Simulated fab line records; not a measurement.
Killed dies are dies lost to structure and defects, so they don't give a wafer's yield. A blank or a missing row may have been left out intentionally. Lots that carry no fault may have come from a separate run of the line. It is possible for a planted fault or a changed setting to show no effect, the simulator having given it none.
fab line records	flow n5-finfet
record lots=8	wafers=24	last-day=17
route steps=1938 shown FIN_SAQP@94 FIN_CUT@165 BEOL_M4@1111 PASSIVATION@1936
lots that met no fault: from a run of the same line without faults
start-h: hours from the record's opening day to when the first of the lot's shown wafers began	wait-h: hours from the lot's prior step to this one	" identical to the entry in the row above	L1.1+2: several wafers, shown together as one row	- no value present, or no start provided	* or withheld: withheld	< > ~ a bound
route shown NAME@n: names a module that has steps shown in the file, with the first one's number in the route	usual: mean/standard deviation taken from wafers without a fault	same: alike in all rows	chamber/n: place in a boat	sites: readings site by site	_std_site: the values' standard deviation	_edge_site: inner sites' mean taken away from outer sites' mean	radius-mm: for every site, how far away it sits from the centre of the wafer	mask NAME#n: copy n	behind: the tool/chamber that last shaped the wafer	hold: why the lot was held/for how many hours/how that ended	device: transistor that didn't switch, given as n, p or np	end of line: the route-end tests of the same wafers	for a step that has no rows: nothing shown but its recipe	killed: dies lost to structure and defects at the first sort, not the wafer's yield	map: the dies of a wafer, with x for killed, . for not killed, _ for no die there
set.NAME: the setting the step ran with; set.NAME@STEP: the setting that earlier step ran with	model.NAME: the simulator's own value behind a step, which no gauge read
one table for each step of the route and one row for each wafer, over a sample of lots
services: from which hour (start-h, from the record's first day; less than 0 if before it) a tool's chamber was out of use, for how many hours, and why
## steps
# step N5_FIN_SAQP_ALD_61
# recipe material=SiO2	target-thk-a=40	temp-c=300	ald-precursor-family=BDEAS	ald-co-reactant=O2-plasma	pulse-time-s=1	purge-time-s=2	co-reactant-purge-time-s=2	ald-cycles=43	pressure-torr=2
# usual heater-power-w=465/38	precursor-pulse-height-rel=0.999/0.02
# same co-reactant-purge-time-s=2
lot.wafer	tool	chamber	start-h	wait-h	heater-power-w	precursor-pulse-height-rel
L820.1	ald-sin-01	2	19.97	0.1	526	0.998
L820.5	"	3	"	"	475	1.033
L820.6	"	0	"	"	499	1.027
L821.1	ald-sin-01	0	26.62	0.0	491	1.034
L821.2	"	2	"	"	535	1.025
L821.4	"	1	"	"	432	0.993
L827.2	ald-sin-01	0	63.71	1.0	482	1.008
L827.4	"	1	"	"	430	0.990
L827.6	"	2	"	"	529	1.005
L830.1	ald-sin-03	2	80.60	0.0	444	0.961
L830.2	"	1	"	"	420	1.007
L830.4	"	3	"	"	471	1.013
L838.1	ald-sin-04	0	129.15	0.0	562	0.991
L838.3	"	3	"	"	393	0.967
L838.6	"	2	"	"	486	1.001
L840.1	ald-sin-03	3	140.94	0.0	462	1.011
L840.2	"	0	"	"	505	1.000
L840.3	"	2	"	"	440	1.013
L842.1	ald-sin-01	2	152.60	0.3	534	1.038
L842.3	"	3	"	"	471	1.005
L842.5	"	2	"	"	538	1.006
L843.3	ald-sin-04	0	159.19	0.2	561	1.029
L843.4	"	2	"	"	492	0.969
L843.6	"	2	"	"	476	0.990
# step N5_FIN_SAQP_PECVD_06
# recipe material=a-Si	target-thk-a=600	temp-c=400	precursor=SiH4/He	pressure-torr=3	rf-w=100	time-s=48.1
# usual heater-power-w=841/63	showerhead-plenum-p-Torr=5.69/0.054	showerhead-vpp-V=605/27	throttle-valve-pct=17.8/0.54
lot.wafer	tool	chamber	start-h	wait-h	heater-power-w	showerhead-plenum-p-Torr	showerhead-vpp-V	throttle-valve-pct
L820.1	pecvd-03	1	20.59	0.0	789	5.69	587	18.3
L820.5	"	1	"	"	794	5.68	588	18.3
L820.6	"	2	"	"	758	5.63	621	17.7
L821.1	pecvd-02	1	27.28	0.0	819	5.65	635	17.2
L821.2	"	0	"	"	879	5.75	588	18.0
L821.4	"	0	"	"	881	5.77	599	17.9
L827.2	pecvd-03	1	64.40	0.0	831	5.67	584	18.1
L827.4	"	2	"	"	833	5.62	624	18.0
L827.6	"	2	"	"	826	5.64	635	17.8
L830.1	pecvd-01	1	81.22	0.0	853	5.71	538	18.0
L830.2	"	2	"	"	923	5.78	624	17.5
L830.4	"	2	"	"	918	5.77	635	17.7
L838.1	pecvd-02	1	129.86	0.0	853	5.63	645	18.0
L838.3	"	0	"	"	923	5.78	595	17.9
L838.6	"	1	"	"	856	5.64	633	17.7
L840.1	pecvd-02	0	141.61	0.0	866	5.77	591	18.1
L840.2	"	2	"	"	896	5.65	625	16.6
L840.3	"	2	"	"	916	5.64	623	16.3
L842.1	pecvd-02	2	153.23	0.0	984	5.64	620	16.5
L842.3	"	1	"	"	859	5.64	639	17.6
L842.5	"	1	"	"	851	5.64	629	17.6
L843.3	pecvd-03	1	159.81	0.0	825	5.69	585	18.3
L843.4	"	0	"	"	811	5.75	612	17.5
L843.6	"	1	"	"	826	5.67	592	18.1
# step N5_FIN_SAQP_OVL_MEAS_17
# recipe points-per-wafer=44
# usual FIN_CORE_OVL=-0.3/0.95
lot.wafer	tool	chamber	start-h	wait-h	FIN_CORE_OVL[nm]
L820.1	overlay-02	0	21.09	0.0	1.5
L820.5	"	0	"	"	1.2
L820.6	"	0	"	"	0.0
L821.1	overlay-01	0	27.80	0.0	1.6
L821.2	"	0	"	"	-1.0
L821.4	"	0	"	"	-0.1
L827.2	overlay-01	0	65.07	0.0	1.3
L827.4	"	0	"	"	-0.2
L827.6	"	0	"	"	0.6
L830.1	overlay-01	0	81.71	0.0	-1.4
L830.2	"	0	"	"	1.2
L830.4	"	0	"	"	-1.8
L838.1	overlay-02	0	130.47	0.0	-0.4
L838.3	"	0	"	"	-0.6
L838.6	"	0	"	"	1.0
L840.1	overlay-02	0	142.25	0.0	0.2
L840.2	"	0	"	"	-0.8
L840.3	"	0	"	"	0.4
L842.1	overlay-02	0	153.85	0.0	0.0
L842.3	"	0	"	"	0.5
L842.5	"	0	"	"	-0.7
L843.3	overlay-02	0	160.45	0.0	-1.3
L843.4	"	0	"	"	-0.2
L843.6	"	0	"	"	0.0
# step N5_FIN_SAQP_INSPECT_18
# recipe mode=adi	inspect-instrument=brightfield
# usual raw-defect-count=427/110
lot.wafer	tool	chamber	start-h	wait-h	raw-defect-count
L820.1	defect-inspect-01	-	21.12	0.0	354
L820.5	"	-	"	"	346
L820.6	"	-	"	"	421
L821.1	defect-inspect-01	-	27.82	0.0	292
L821.2	"	-	"	"	423
L821.4	"	-	"	"	372
L827.2	defect-inspect-01	-	65.09	0.0	368
L827.4	"	-	"	"	451
L827.6	"	-	"	"	618
L830.1	defect-inspect-01	-	81.74	0.0	402
L830.2	"	-	"	"	408
L830.4	"	-	"	"	477
L838.1	defect-inspect-01	-	130.50	0.0	532
L838.3	"	-	"	"	439
L838.6	"	-	"	"	624
L840.1	defect-inspect-02	-	142.28	0.0	277
L840.2	"	-	"	"	1008
L840.3	"	-	"	"	1012
L842.1	defect-inspect-01	-	153.87	0.0	1210
L842.3	"	-	"	"	393
L842.5	"	-	"	"	302
L843.3	defect-inspect-01	-	160.47	0.0	401
L843.4	"	-	"	"	377
L843.6	"	-	"	"	566
# step N5_FIN_SAQP_SPACER1_ALD_24
# recipe material=SiO2	target-thk-a=203	temp-c=300	ald-precursor-family=BDEAS	ald-co-reactant=O2-plasma	pulse-time-s=1	purge-time-s=2	co-reactant-purge-time-s=2	ald-cycles=218	pressure-torr=2
# usual heater-power-w=466/44	precursor-pulse-height-rel=1.000/0.02
# same co-reactant-purge-time-s=2
lot.wafer	tool	chamber	start-h	wait-h	heater-power-w	precursor-pulse-height-rel
L820.1	ald-sin-03	3	22.43	0.3	464	0.995
L820.5	"	3	"	"	466	1.018
L820.6	"	0	"	"	477	1.007
L821.1	ald-sin-03	1	28.96	0.3	428	0.980
L821.2	"	0	"	"	492	1.005
L821.4	"	2	"	"	446	0.984
L827.2	ald-sin-01	2	66.41	0.3	530	1.028
L827.4	"	3	"	"	481	1.007
L827.6	"	1	"	"	429	1.018
L830.1	ald-sin-03	0	82.94	0.3	487	1.008
L830.2	"	2	"	"	435	1.029
L830.4	"	1	"	"	425	0.984
L838.1	ald-sin-03	1	131.64	0.3	433	1.011
L838.3	"	3	"	"	459	1.021
L838.6	"	1	"	"	424	0.993
L840.1	ald-sin-04	2	143.80	0.4	476	1.007
L840.2	"	3	"	"	396	1.011
L840.3	"	0	"	"	552	1.035
L842.1	ald-sin-03	2	155.16	0.4	442	1.005
L842.3	"	1	"	"	427	0.976
L842.5	"	3	"	"	472	0.981
L843.3	ald-sin-01	1	161.59	0.1	434	1.038
L843.4	"	3	"	"	482	1.026
L843.6	"	0	"	"	482	0.993
# step N5_FIN_SAQP_INSPECT_40
# recipe inspect-instrument=brightfield	mode=aei
# usual raw-defect-count=232/67
lot.wafer	tool	chamber	start-h	wait-h	raw-defect-count
L820.1	defect-inspect-01	-	25.81	0.0	172
L820.5	"	-	"	"	194
L820.6	"	-	"	"	168
L821.1	defect-inspect-02	-	32.59	0.0	245
L821.2	"	-	"	"	328
L821.4	"	-	"	"	297
L827.2	defect-inspect-02	-	69.72	0.0	167
L827.4	"	-	"	"	162
L827.6	"	-	"	"	236
L830.1	defect-inspect-02	-	86.12	0.0	349
L830.2	"	-	"	"	336
L830.4	"	-	"	"	186
L838.1	defect-inspect-02	-	134.72	0.0	238
L838.3	"	-	"	"	300
L838.6	"	-	"	"	250
L840.1	defect-inspect-02	-	146.97	0.0	176
L840.2	"	-	"	"	913
L840.3	"	-	"	"	875
L842.1	defect-inspect-02	-	158.44	0.0	998
L842.3	"	-	"	"	257
L842.5	"	-	"	"	227
L843.3	defect-inspect-01	-	164.80	0.0	199
L843.4	"	-	"	"	140
L843.6	"	-	"	"	243
# step N5_FIN_CUT_INSPECT_10
# recipe mode=adi	inspect-instrument=brightfield
# usual raw-defect-count=42/12
lot.wafer	tool	chamber	start-h	wait-h	raw-defect-count
L820.1	defect-inspect-02	-	26.33	0.1	41
L820.5	"	-	"	"	69
L820.6	"	-	"	"	43
L821.1	defect-inspect-02	-	33.10	0.1	29
L821.2	"	-	"	"	35
L821.4	"	-	"	"	47
L827.2	defect-inspect-02	-	70.12	0.1	30
L827.4	"	-	"	"	27
L827.6	"	-	"	"	30
L830.1	defect-inspect-02	-	86.51	0.1	67
L830.2	"	-	"	"	52
L830.4	"	-	"	"	33
L838.1	defect-inspect-01	-	135.12	0.1	32
L838.3	"	-	"	"	43
L838.6	"	-	"	"	40
L840.1	defect-inspect-01	-	147.36	0.1	32
L840.2	"	-	"	"	712
L840.3	"	-	"	"	700
L842.1	defect-inspect-02	-	158.96	0.1	738
L842.3	"	-	"	"	56
L842.5	"	-	"	"	35
L843.3	defect-inspect-01	-	165.32	0.0	45
L843.4	"	-	"	"	21
L843.6	"	-	"	"	48
# step N5_FIN_CUT_INSPECT_17
# recipe inspect-instrument=brightfield	mode=aei
# usual raw-defect-count=233/68
lot.wafer	tool	chamber	start-h	wait-h	raw-defect-count
L820.1	defect-inspect-02	-	27.50	0.0	209
L820.5	"	-	"	"	208
L820.6	"	-	"	"	192
L821.1	defect-inspect-02	-	34.19	0.0	263
L821.2	"	-	"	"	332
L821.4	"	-	"	"	306
L827.2	defect-inspect-01	-	71.14	0.0	142
L827.4	"	-	"	"	136
L827.6	"	-	"	"	218
L830.1	defect-inspect-01	-	87.46	0.0	339
L830.2	"	-	"	"	301
L830.4	"	-	"	"	173
L838.1	defect-inspect-01	-	136.06	0.0	203
L838.3	"	-	"	"	272
L838.6	"	-	"	"	214
L840.1	defect-inspect-01	-	148.31	0.0	155
L840.2	"	-	"	"	866
L840.3	"	-	"	"	863
L842.1	defect-inspect-02	-	159.91	0.0	1001
L842.3	"	-	"	"	243
L842.5	"	-	"	"	220
L843.3	defect-inspect-01	-	166.46	0.0	205
L843.4	"	-	"	"	138
L843.6	"	-	"	"	240
# step N5_BEOL_M4_RC_MEAS_101
# usual DIBL_N=36.4/1.5	DIBL_P=36.4/1.6	IOFF_N=0.164/0.025	IOFF_P=0.214/0.028	ION_N=675/9.9	ION_P=463/6.5	SS_N=71.5/0.5	SS_P=73.3/0.56	VT_N=249.2/2.7	VT_P=-250.1/2.8
lot.wafer	tool	chamber	start-h	wait-h	DIBL_N[mV/V]	DIBL_P[mV/V]	IOFF_N[nA/um]	IOFF_P[nA/um]	ION_N[uA/um]	ION_P[uA/um]	SS_N[mV/dec]	SS_P[mV/dec]	VT_N[mV]	VT_P[mV]
L820.1	prober-02	0	164.19	0.0	36.5	35.4	0.134	0.171	664	453	71.2	73.7	250.4	-256.0
L820.5	"	0	"	"	37.0	36.7	0.155	0.186	688	458	70.7	73.7	248.1	-253.7
L820.6	"	0	"	"	37.2	36.3	0.149	0.185	660	451	70.8	73.2	251.0	-256.5
L821.1	prober-01	0	177.93	0.0	37.4	35.4	0.145	0.213	671	465	70.9	73.9	251.9	-249.3
L821.2	"	0	"	"	38.5	37.0	0.171	0.250	678	470	71.7	74.0	249.3	-245.5
L821.4	"	0	"	"	36.1	33.7	0.129	0.190	659	459	71.3	73.2	254.3	-250.1
L827.2	prober-01	0	214.72	1.1	38.0	38.1	0.188	0.232	679	458	71.8	73.6	246.1	-248.4
L827.4	"	0	"	"	39.0	39.0	0.219	0.242	694	469	72.1	73.2	242.9	-249.2
L827.6	"	0	"	"	38.1	37.9	0.191	0.228	688	466	71.2	74.3	244.9	-249.0
L830.1	prober-01	0	219.04	0.0	36.6	35.7	0.166	0.235	669	464	70.9	73.8	247.2	-249.2
L830.2	"	0	"	"	36.8	35.6	0.178	0.235	674	465	71.5	73.2	247.5	-249.1
L830.4	"	0	"	"	37.5	36.3	0.184	0.242	681	456	72.0	73.2	246.3	-250.3
L838.1	prober-02	0	276.77	0.0	36.6	36.1	0.169	0.222	680	464	72.2	74.0	246.4	-247.6
L838.3	"	0	"	"	37.7	37.9	0.189	0.250	681	469	71.9	73.8	244.4	-248.1
L838.6	"	0	"	"	36.6	36.4	0.160	0.222	669	469	72.1	74.0	248.8	-249.1
L840.1	prober-01	0	288.38	0.0	37.0	37.4	0.161	0.218	674	463	71.5	73.1	247.9	-252.6
L840.2	"	0	"	"	36.1	36.9	0.150	0.207	677	464	72.0	72.8	247.4	-249.7
L840.3	"	0	"	"	36.7	37.4	0.152	0.208	669	464	71.9	73.1	248.8	-250.3
L843.3	prober-02	0	303.39	0.3	37.4	37.1	0.184	0.225	675	464	71.4	73.8	246.9	-250.5
L843.4	"	0	"	"	36.6	36.1	0.164	0.212	674	457	71.6	73.7	251.0	-251.4
L843.6	"	0	"	"	37.8	36.8	0.174	0.218	678	459	71.2	74.1	249.6	-249.9
L842.1	prober-02	0	304.01	0.7	35.5	35.8	0.140	0.200	660	457	71.3	72.4	250.5	-249.5
L842.3	"	0	"	"	36.0	36.8	0.158	0.221	670	465	72.0	73.2	249.4	-250.0
L842.5	"	0	"	"	36.3	36.5	0.155	0.216	665	464	71.7	72.3	251.5	-250.7
# step N5_PASSIVATION_PROBE_49
# usual defect-limited-yield=91.1/1.4	killed_at_M0_to_M3=35/8.7	killed_at_M4_up=14/5.3	killed-at-contacts=12/6.2	killed-at-front-end=41/12	killed-at-other=3.4/2.6	killed-dies=105/16	killed-on-rim=14/3.8	killed-open=67/13	killed-short=36/7.3	sort_bin_5_function=5.2/0.96	sort_bin_6_memory=3.3/0.6	sort-n-pass=1075/16	sort-yield-pct=91.1/1.4
# same gross-dies=1180	killed-at-back-side=0	sort_bin_4_leakage[%]=0	sort_bin_8_speed[%]=0
lot.wafer	tool	chamber	start-h	wait-h	defect-limited-yield[%]	killed_at_M0_to_M3	killed_at_M4_up	killed-at-contacts	killed-at-front-end	killed-at-other	killed-dies	killed-on-rim	killed-open	killed-short	sort_bin_5_function[%]	sort_bin_6_memory[%]	sort-n-pass	sort-yield-pct[%]
L830.1	prober-02	-	321.42	0.0	92.9	17	16	9	41	1	84	14	50	33	4.1	2.9	1096	92.9
L840.1	prober-01	-	398.14	0.0	90.5	33	23	20	32	4	112	10	72	40	5.3	3.9	1068	90.5
L840.2	prober-01	-	398.19	0.1	82.9	52	14	14	119	3	202	33	93	41	9.9	5.0	978	82.9
L840.3	prober-01	-	398.24	0.1	85.5	37	16	19	96	3	171	25	69	30	8.9	3.8	1009	85.5
L842.1	prober-02	-	413.60	0.0	86.1	36	8	14	104	2	164	27	68	31	8.3	4.0	1016	86.1
L842.3	prober-02	-	413.70	0.1	91.4	35	11	13	39	4	102	17	59	40	5.2	3.1	1078	91.4
L842.5	prober-02	-	413.80	0.2	90.4	49	21	7	33	3	113	18	70	42	6.6	2.9	1067	90.4
# killed by level:class
L830.1 STI_FIN_REVEAL:geometric-particle:open=14 FIN_SAQP:geometric-particle:short=8 MOL_CONTACT_COAG:geometric-particle:open=6 BEOL_M0_SAQP:geometric-particle:short=6 BEOL_M4:geometric-particle:open=5 FIN_SAQP:geometric-particle:open=4 DUMMY_GATE:geometric-particle:open=4 BEOL_M0_SAQP:geometric-particle:open=4
L840.1 MOL_CONTACT_COAG:geometric-particle:open=17 BEOL_M4:geometric-particle:open=17 BEOL_M0_SAQP:geometric-particle:short=11 FIN_SAQP:geometric-particle:short=6 BEOL_M0_SAQP:geometric-particle:open=6 BEOL_M3:geometric-particle:open=5 STI_FIN_REVEAL:geometric-particle:open=4 ILD0:geometric-particle:short=4
L840.2 FIN_SAQP:unspecified=68 STI_FIN_REVEAL:geometric-particle:open=18 BEOL_M0_SAQP:geometric-particle:open=16 BEOL_M0_SAQP:geometric-particle:short=14 MOL_CONTACT_COAG:geometric-particle:open=13 BEOL_M3:geometric-particle:open=10 STI_FIN_REVEAL:geometric-particle:short=7 BEOL_M2:geometric-particle:open=6
L840.3 FIN_SAQP:unspecified=71 MOL_CONTACT_COAG:geometric-particle:open=14 BEOL_M0_SAQP:geometric-particle:open=11 BEOL_M0_SAQP:geometric-particle:short=10 BEOL_M3:geometric-particle:open=9 STI_FIN_REVEAL:geometric-particle:open=8 BEOL_M4:geometric-particle:open=7 FIN_SAQP:geometric-particle:open=5
L842.1 FIN_SAQP:unspecified=64 BEOL_M0_SAQP:geometric-particle:open=14 MOL_CONTACT_COAG:geometric-particle:open=11 BEOL_M0_SAQP:geometric-particle:short=8 FIN_SAQP:geometric-particle:open=7 FIN_SAQP:geometric-particle:short=7 STI_FIN_REVEAL:geometric-particle:open=7 BEOL_M3:geometric-particle:open=6
L842.3 BEOL_M0_SAQP:geometric-particle:open=15 STI_FIN_REVEAL:geometric-particle:open=11 BEOL_M0_SAQP:geometric-particle:short=9 MOL_CONTACT_COAG:geometric-particle:short=8 MOL_CONTACT_COAG:geometric-particle:open=5 BEOL_M2:geometric-particle:open=5 FIN_SAQP:geometric-particle:short=4 STI_FIN_REVEAL:geometric-particle:short=4
L842.5 BEOL_M0_SAQP:geometric-particle:open=20 BEOL_M0_SAQP:geometric-particle:short=19 STI_FIN_REVEAL:geometric-particle:open=8 FIN_SAQP:geometric-particle:open=6 MOL_CONTACT_COAG:geometric-particle:open=5 FIN_SAQP:geometric-particle:short=4 BEOL_M4:geometric-particle:open=4 BEOL_M4:geometric-particle:short=4
## services
tool	chamber	start-h	hours	kind
ald-sin-04	0	7.75	-	clean
ald-sin-04	1	7.75	-	clean
ald-sin-04	2	7.75	-	clean
ald-sin-04	3	7.75	-	clean
ald-sin-01	-	13.76	2.8	pm
pecvd-02	2	21.12	-	clean
pecvd-02	2	21.12	-	consumable-replace:showerhead
pecvd-02	2	21.12	29.0	scheduled-down
pecvd-02	2	21.12	29.0	vent-cycle
ald-sin-01	0	36.43	8.6	repair
pecvd-01	-	37.22	1.0	repair
pecvd-02	0	46.77	6.9	repair
ald-sin-04	0	48.96	4.1	repair
pecvd-03	0	50.68	16.5	scheduled-down
pecvd-01	-	62.56	5.5	pm
pecvd-02	-	77.80	1.1	repair
pecvd-03	0	103.26	4.4	repair
pecvd-03	0	108.42	2.1	scheduled-down
pecvd-03	1	109.45	10.3	repair
pecvd-02	1	130.79	14.1	repair
pecvd-03	-	158.28	0.6	repair
pecvd-02	0	159.04	18.5	repair
## key
first-sign step=N5_FIN_SAQP_INSPECT_18	reading=raw-defect-count	direction=up	sigmas=5.8	usual=427	struck=1077
effect step=N5_FIN_SAQP_INSPECT_40	reading=raw-defect-count	direction=up	sigmas=10	usual=232	struck=929
effect step=N5_FIN_CUT_INSPECT_10	reading=raw-defect-count	direction=up	sigmas=57	usual=42	struck=717
effect step=N5_FIN_CUT_INSPECT_17	reading=raw-defect-count	direction=up	sigmas=10	usual=233	struck=910
effect step=N5_PASSIVATION_PROBE_49	reading=killed-at-front-end	direction=up	sigmas=5.5	usual=41	struck=106
more-kills-born-at N5_FIN_SAQP_PECVD_06@pecvd-02=203
met-at N5_FIN_SAQP_PECVD_06
struck-lots L840,L842
struck-wafers L840.2,L840.3,L842.1
not-acting-at N5_FIN_SAQP_ALD_61,N5_FIN_SAQP_OVL_MEAS_17,N5_FIN_SAQP_SPACER1_ALD_24
fault kind=chamber-particle-source	tool=pecvd-02	chamber=2	onset-h=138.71	steps=N5_FIN_SAQP_PECVD_06	rate-per-visit-cm2=1.0439	end-h=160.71
